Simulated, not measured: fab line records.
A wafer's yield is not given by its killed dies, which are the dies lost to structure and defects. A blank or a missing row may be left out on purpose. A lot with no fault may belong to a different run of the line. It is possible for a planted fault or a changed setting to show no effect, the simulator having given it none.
Which tool was responsible? | flow nand harc | Sampling: 11 lots, 33 wafers, 6 of 1302 route steps

## WHAT EACH GAUGE READ, for each wafer
NHARC_A_CHANNEL_HOLE_D2_CD_MEAS_18. Usual: cd nm at 100.2 nm, with a standard deviation of 2.
lot  | measured     | on        | cd nm (nm)        | flag
L479 | day 13 11:13 | cd sem-01 | 99.6 96.4 98.9    |
L480 | day 14 08:17 | cd sem-03 | 99.9 99.0 102.0   |
L481 | day 14 08:43 | cd sem-01 | 104.3 104.7 101.7 |
L484 | day 15 19:37 | cd sem-02 | 101.8 99.9 97.5   |
L489 | day 17 23:33 | cd sem-02 | 97.8 100.9 98.2   |
L490 | day 18 07:57 | cd sem-01 | 99.2 100.4 99.2   |
L492 | day 19 10:02 | cd sem-02 | 96.3 102.1 102.1  |
L497 | day 21 05:23 | cd sem-02 | 96.9 99.0 98.2    |
L498 | day 22 00:13 | cd sem-01 | 100.4 100.8 100.0 |
L499 | day 22 00:15 | cd sem-01 | 102.3 97.1 101.1  |
L500 | day 22 01:02 | cd sem-01 | 102.3 103.5 103.8 |

NHARC_A_CHANNEL_HOLE_D2_INSPECT_40. Usual: raw defect count at 283, with a standard deviation of 76.
lot  | measured     | on                | raw defect count        | flag
L479 | day 13 17:08 | defect inspect-02 | 327 334 343             |
L480 | day 14 14:02 | defect inspect-01 | 294 374 305             |
L481 | day 15 08:08 | defect inspect-02 | 270 188 246             |
L484 | day 16 04:36 | defect inspect-01 | 373 204 343             |
L489 | day 18 05:28 | defect inspect-01 | 858 734 854 869 724 840 | OFF
L490 | day 18 15:29 | defect inspect-02 | 620 610 560 629 592 571 | OFF
L492 | day 19 15:49 | defect inspect-02 | 331 408 317             |
L497 | day 21 11:10 | defect inspect-01 | 196 369 355             |
L498 | day 22 06:02 | defect inspect-02 | 196 247 297             |
L499 | day 22 09:52 | defect inspect-01 | 195 360 198             |
L500 | day 22 10:10 | defect inspect-01 | 274 284 335             |

NHARC_END_SORT_01. Usual: killed at array 53, standard deviation 18; killed at other 1.0, standard deviation 1.2; killed at periphery 3.6, standard deviation 2.4; killed dies 58, standard deviation 18; killed open 3.4, standard deviation 1.8; killed short 2.3, standard deviation 1.5.
lot  | measured     | on        | killed at array | killed at other | killed at periphery | killed dies | killed open | killed short | flag
L479 | day 24 19:35 | prober-01 | 76 76 88        | 0 1 1           | 5 8 7               | 81 85 96    | 4 3 7       | 4 2 1        |
L480 | day 25 04:14 | prober-01 | 72 100 68       | 0 1 0           | 4 2 0               | 76 103 68   | 6 8 2       | 1 3 3        |
L484 | day 27 21:28 | prober-01 | 72 61 65        | 0 0 0           | 5 1 2               | 77 62 67    | 4 2 4       | 1 1 1        |
L489 | day 29 03:59 | prober-02 | 104 94 146      | 0 0 0           | 0 2 3               | 104 96 149  | 3 4 5       | 1 2 2        | OFF
L490 | day 31 02:59 | prober-01 | 102 104 120     | 0 0 0           | 0 1 1               | 102 105 121 | 3 1 2       | 3 4 3        | OFF
L492 | day 31 00:04 | prober-01 | 74              | 0               | 5                   | 79          | 2           | 2            |
L497 | day 32 21:18 | prober-01 | 44 53 50        | 0 0 0           | 1 3 3               | 45 56 53    | 2 4 3       | 2 2 1        |
L499 | day 33 10:32 | prober-02 | 68 34 54        | 4 2 2           | 4 6 2               | 76 42 58    | 5 2 4       | 4 1 3        |

## EACH LOT AND THE TOOL THAT RAN IT (in order: tool; ch and the chambers of the sampled wafers; start)
lot  | NHARC_A_CHANNEL_HOLE_D2_ETCH_23  | NHARC_A_CHANNEL_HOLE_D2_ETCH_24  | NHARC_A_CHANNEL_HOLE_D2_ETCH_27
L479 | har etch-02 ch 0,1, day 13 12:43 | har etch-02 ch 0,1, day 13 13:24 | har etch-02 ch 0,1, day 13 15:15
L480 | har etch-02 ch 0,1, day 14 09:48 | har etch-02 ch 0,1, day 14 10:30 | har etch-02 ch 0,1, day 14 12:19
L481 | har etch-01 ch 0,1, day 15 04:05 | har etch-01 ch 0,1, day 15 04:48 | har etch-01 ch 0,1, day 15 06:26
L484 | har etch-01 ch 0,1, day 16 00:32 | har etch-01 ch 0,1, day 16 01:16 | har etch-01 ch 0,1, day 16 02:56
L489 | har etch-02 ch 0,1, day 18 01:11 | har etch-02 ch 0,1, day 18 01:53 | har etch-02 ch 0,1, day 18 03:37
L490 | har etch-02 ch 0,1, day 18 11:26 | har etch-02 ch 0,1, day 18 12:10 | har etch-02 ch 0,1, day 18 13:49
L492 | har etch-01 ch 0, day 19 11:32   | har etch-01 ch 0, day 19 12:14   | har etch-01 ch 0, day 19 14:05
L497 | har etch-01 ch 0,1, day 21 07:08 | har etch-01 ch 0,1, day 21 07:51 | har etch-01 ch 0,1, day 21 09:30
L498 | har etch-01 ch 0,1, day 22 01:50 | har etch-01 ch 0,1, day 22 02:33 | har etch-01 ch 0,1, day 22 04:18
L499 | har etch-02 ch 0,1, day 22 05:48 | har etch-02 ch 0,1, day 22 06:31 | har etch-02 ch 0,1, day 22 08:10
L500 | har etch-01 ch 1, day 22 05:53   | har etch-01 ch 1, day 22 06:34   | har etch-01 ch 1, day 22 08:24
- NHARC_A_CHANNEL_HOLE_D2_ETCH_23: etches the open film in C4F8/O2/Ar, time 819 s, target depth 1600 nm.
- NHARC_A_CHANNEL_HOLE_D2_ETCH_24: etches the open film in C4F8/O2/Ar, time 906.2 s, target depth 1500 nm.
- NHARC_A_CHANNEL_HOLE_D2_ETCH_27: etches the open film in C4F8/O2/Ar, time 90 s, target depth 400 nm.

## AS READ BY THE TOOLS THEMSELVES (means over the sampled wafers that have a number; for cases with no such wafer, the mark the record gives instead)
NHARC_A_CHANNEL_HOLE_D2_ETCH_23. Usual: drypump motor current A 6.1 A, standard deviation 0.35; he backside leak sccm 6.3 sccm, standard deviation 0.72; showerhead plenum p Torr 3.63 Torr, standard deviation 0.061; throttle valve pct 32.156 %, standard deviation 0.0095.
lot  | tool        | drypump motor current A (A) | he backside leak sccm (sccm) | showerhead plenum p Torr (Torr) | throttle valve pct (%) | flag
L479 | har etch-02 | 6.4                         | 7.1                          | 3.70                            | 32.160                 |
L480 | har etch-02 | 6.1                         | 6.7                          | 3.67                            | 32.160                 |
L481 | har etch-01 | 6.0                         | 5.8                          | 3.62                            | 32.156                 |
L484 | har etch-01 | 6.0                         | 5.8                          | 3.61                            | 32.159                 |
L489 | har etch-02 | 6.4                         | 5.7                          | 3.67                            | 32.149                 |
L490 | har etch-02 | 6.3                         | 5.6                          | 3.66                            | 32.162                 |
L492 | har etch-01 | 5.7                         | 7.0                          | 3.65                            | 32.148                 |
L497 | har etch-01 | 6.0                         | 6.3                          | 3.57                            | 32.148                 |
L498 | har etch-01 | 5.9                         | 6.5                          | 3.60                            | 32.165                 |
L499 | har etch-02 | 6.1                         | 5.8                          | 3.61                            | 32.155                 |
L500 | har etch-01 | 6.1                         | 5.9                          | 3.52                            | 32.156                 |

NHARC_A_CHANNEL_HOLE_D2_ETCH_24. Usual: drypump motor current A 6.1 A, standard deviation 0.35; he backside leak sccm 6.3 sccm, standard deviation 0.65; showerhead plenum p Torr 3.62 Torr, standard deviation 0.06; throttle valve pct 32.238 %, standard deviation 0.0096.
lot  | tool        | drypump motor current A (A) | he backside leak sccm (sccm) | showerhead plenum p Torr (Torr) | throttle valve pct (%) | flag
L479 | har etch-02 | 6.4                         | 6.8                          | 3.70                            | 32.241                 |
L480 | har etch-02 | 6.1                         | 6.9                          | 3.66                            | 32.221                 |
L481 | har etch-01 | 6.0                         | 5.8                          | 3.62                            | 32.238                 |
L484 | har etch-01 | 6.0                         | 5.7                          | 3.61                            | 32.237                 |
L489 | har etch-02 | 6.3                         | 5.9                          | 3.66                            | 32.245                 |
L490 | har etch-02 | 6.4                         | 5.7                          | 3.66                            | 32.239                 |
L492 | har etch-01 | 5.7                         | 6.8                          | 3.65                            | 32.232                 |
L497 | har etch-01 | 6.0                         | 6.2                          | 3.56                            | 32.232                 |
L498 | har etch-01 | 5.8                         | 6.4                          | 3.59                            | 32.235                 |
L499 | har etch-02 | 6.1                         | 5.7                          | 3.61                            | 32.238                 |
L500 | har etch-01 | 6.2                         | 5.7                          | 3.52                            | 32.244                 |

NHARC_A_CHANNEL_HOLE_D2_ETCH_27. Usual: drypump motor current A 6.1 A, standard deviation 0.35; he backside leak sccm 6.2 sccm, standard deviation 0.69; showerhead plenum p Torr 3.67 Torr, standard deviation 0.063; throttle valve pct 27.618 %, standard deviation 0.0084.
lot  | tool        | drypump motor current A (A) | he backside leak sccm (sccm) | showerhead plenum p Torr (Torr) | throttle valve pct (%) | flag
L479 | har etch-02 | 6.3                         | 6.7                          | 3.74                            | 27.619                 |
L480 | har etch-02 | 6.1                         | 6.9                          | 3.71                            | 27.615                 |
L481 | har etch-01 | 6.1                         | 5.8                          | 3.66                            | 27.618                 |
L484 | har etch-01 | 6.0                         | 5.7                          | 3.65                            | 27.611                 |
L489 | har etch-02 | 6.4                         | 5.7                          | 3.70                            | 27.616                 |
L490 | har etch-02 | 6.4                         | 5.7                          | 3.70                            | 27.611                 |
L492 | har etch-01 | 5.8                         | 7.0                          | 3.69                            | 27.612                 |
L497 | har etch-01 | 6.0                         | 6.0                          | 3.60                            | 27.619                 |
L498 | har etch-01 | 5.8                         | 6.6                          | 3.63                            | 27.617                 |
L499 | har etch-02 | 6.1                         | 5.9                          | 3.65                            | 27.613                 |
L500 | har etch-01 | 6.2                         | 5.9                          | 3.56                            | 27.621                 |

## THE ANSWER, worked out from the rows above alone
Rule: take the mean of a lot's wafers that have a number; if it is more than 3 standard deviations from the usual mean, the lot is off. A lot without any number at a reading at which 4 lots or more have one is off too. The other lots that the step has rows for count as sound. First the gauges in route order, then the tools' own readings, where a lot's mean is used as printed above. At the first step where some lot is off, the reading lying furthest off is the one used; lots without a number count as furthest.
Off: L489, L490 (NHARC_A_CHANNEL_HOLE_D2_INSPECT_40, raw defect count).
If a tool, at a process step before that reading, ran all the lots that are off and no sound lot after the first of them, it fits. The gauges at NHARC_A_CHANNEL_HOLE_D2_INSPECT_40 aren't tried: what is off there is off at NHARC_END_SORT_01 too, on other tools, and a gauge's error can't cause that. None of those tried fits.

## WHAT THE SIMULATOR HAD PUT IN
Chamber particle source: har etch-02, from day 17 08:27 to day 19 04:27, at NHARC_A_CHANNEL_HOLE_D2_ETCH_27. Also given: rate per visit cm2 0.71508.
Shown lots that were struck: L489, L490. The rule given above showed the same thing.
